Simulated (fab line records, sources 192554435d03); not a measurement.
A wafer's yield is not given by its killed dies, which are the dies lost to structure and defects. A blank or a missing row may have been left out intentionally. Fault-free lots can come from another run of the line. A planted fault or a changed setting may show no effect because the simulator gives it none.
Matching of chambers || flow n5_finfet || N5_BEOL_M6_CURE_74 on uv_cure-02 has 3 sister chambers
The step cures SiCOH lowk, time 240 s. 20 wafers are shown with their chamber, then 10 later ones without.

WAFERS, EACH WITH ITS CHAMBER
{"wafer": "L079.1", "chamber": 0, "wafer_temp_C_max": 387.8, "lamp_power_pct (%)": 52.37}
{"wafer": "L079.4", "chamber": 0, "wafer_temp_C_max": 387.3, "lamp_power_pct (%)": 52.42}
{"wafer": "L079.6", "chamber": 0, "wafer_temp_C_max": 388.3, "lamp_power_pct (%)": 52.31}
{"wafer": "L080.4", "chamber": 2, "wafer_temp_C_max": 386.7, "lamp_power_pct (%)": 52.23}
{"wafer": "L080.5", "chamber": 2, "wafer_temp_C_max": 386.2, "lamp_power_pct (%)": 52.25}
{"wafer": "L080.6", "chamber": 2, "wafer_temp_C_max": 385.9, "lamp_power_pct (%)": 52.32}
{"wafer": "L082.2", "chamber": 1, "wafer_temp_C_max": 386.9, "lamp_power_pct (%)": 52.20}
{"wafer": "L082.4", "chamber": 1, "wafer_temp_C_max": 387.0, "lamp_power_pct (%)": 52.22}
{"wafer": "L082.5", "chamber": 1, "wafer_temp_C_max": 387.2, "lamp_power_pct (%)": 52.38}
{"wafer": "L081.3", "chamber": 2, "wafer_temp_C_max": 386.1, "lamp_power_pct (%)": 52.36}
{"wafer": "L081.5", "chamber": 2, "wafer_temp_C_max": 386.2, "lamp_power_pct (%)": 52.34}
{"wafer": "L081.6", "chamber": 2, "wafer_temp_C_max": 385.9, "lamp_power_pct (%)": 52.25}
{"wafer": "L085.1", "chamber": 1, "wafer_temp_C_max": 386.8, "lamp_power_pct (%)": 52.32}
{"wafer": "L085.2", "chamber": 1, "wafer_temp_C_max": 386.9, "lamp_power_pct (%)": 52.36}
{"wafer": "L085.3", "chamber": 1, "wafer_temp_C_max": 386.6, "lamp_power_pct (%)": 52.37}
{"wafer": "L087.1", "chamber": 0, "wafer_temp_C_max": 388.5, "lamp_power_pct (%)": 52.27}
{"wafer": "L087.3", "chamber": 0, "wafer_temp_C_max": 387.7, "lamp_power_pct (%)": 52.25}
{"wafer": "L087.5", "chamber": 0, "wafer_temp_C_max": 387.5, "lamp_power_pct (%)": 52.29}
{"wafer": "L086.2", "chamber": 0, "wafer_temp_C_max": 388.6, "lamp_power_pct (%)": 52.27}
{"wafer": "L086.3", "chamber": 0, "wafer_temp_C_max": 389.3, "lamp_power_pct (%)": 52.39}

SIGNATURES (averages over the wafers above)
{"reading": "wafer_temp_C_max", "chamber 0": 388.125, "chamber 1": 386.900, "chamber 2": 386.167, "scatter within a chamber": 0.471}
{"reading": "lamp_power_pct", "chamber 0": 52.3212, "chamber 1": 52.3083, "chamber 2": 52.2917, "scatter within a chamber": 0.0663}
Rule: a wafer's distance from a chamber is the root of the sum, over the readings, of the square of ((its reading less the chamber's mean) divided by the reading's scatter). If the next closest chamber is less than 2 further off than the closest, the wafer can't be placed; otherwise it belongs to the closest. The scatter: take each reading less its chamber's mean, square it, sum over the shown wafers, divide by the number of wafers less the number of chambers, and take the root.

WAFERS WITH NO CHAMBER GIVEN
{"wafer": "L086.4", "wafer_temp_C_max": 387.6, "lamp_power_pct (%)": 52.21}
{"wafer": "L092.1", "wafer_temp_C_max": 386.0, "lamp_power_pct (%)": 52.29}
{"wafer": "L092.2", "wafer_temp_C_max": 386.1, "lamp_power_pct (%)": 52.33}
{"wafer": "L092.3", "wafer_temp_C_max": 386.3, "lamp_power_pct (%)": 52.26}
{"wafer": "L094.3", "wafer_temp_C_max": 388.1, "lamp_power_pct (%)": 52.25}
{"wafer": "L094.4", "wafer_temp_C_max": 388.1, "lamp_power_pct (%)": 52.29}
{"wafer": "L094.6", "wafer_temp_C_max": 387.9, "lamp_power_pct (%)": 52.43}
{"wafer": "L097.2", "wafer_temp_C_max": 386.2, "lamp_power_pct (%)": 52.32}
{"wafer": "L097.3", "wafer_temp_C_max": 385.7, "lamp_power_pct (%)": 52.33}
{"wafer": "L097.5", "wafer_temp_C_max": 385.9, "lamp_power_pct (%)": 52.42}

EACH ONE'S CHAMBER
{"wafer": "L086.4", "from the rows above": "can't be placed: 0 or 1 or 2", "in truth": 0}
{"wafer": "L092.1", "from the rows above": "can't be placed: 2 or 1", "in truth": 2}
{"wafer": "L092.2", "from the rows above": "can't be placed: 2 or 1", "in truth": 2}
{"wafer": "L092.3", "from the rows above": "can't be placed: 2 or 1", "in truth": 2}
{"wafer": "L094.3", "from the rows above": "can't be placed: 0 or 1", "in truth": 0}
{"wafer": "L094.4", "from the rows above": 0, "in truth": 0}
{"wafer": "L094.6", "from the rows above": "can't be placed: 0 or 1", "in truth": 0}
{"wafer": "L097.2", "from the rows above": "can't be placed: 2 or 1", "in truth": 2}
{"wafer": "L097.3", "from the rows above": "can't be placed: 2 or 1", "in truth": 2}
{"wafer": "L097.5", "from the rows above": "can't be placed: 2 or 1", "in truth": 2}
Placed correctly: 1 of 10. Cannot be placed on the basis of these rows: 9; the candidates contain the true chamber in 9. Placed wrongly: 0.
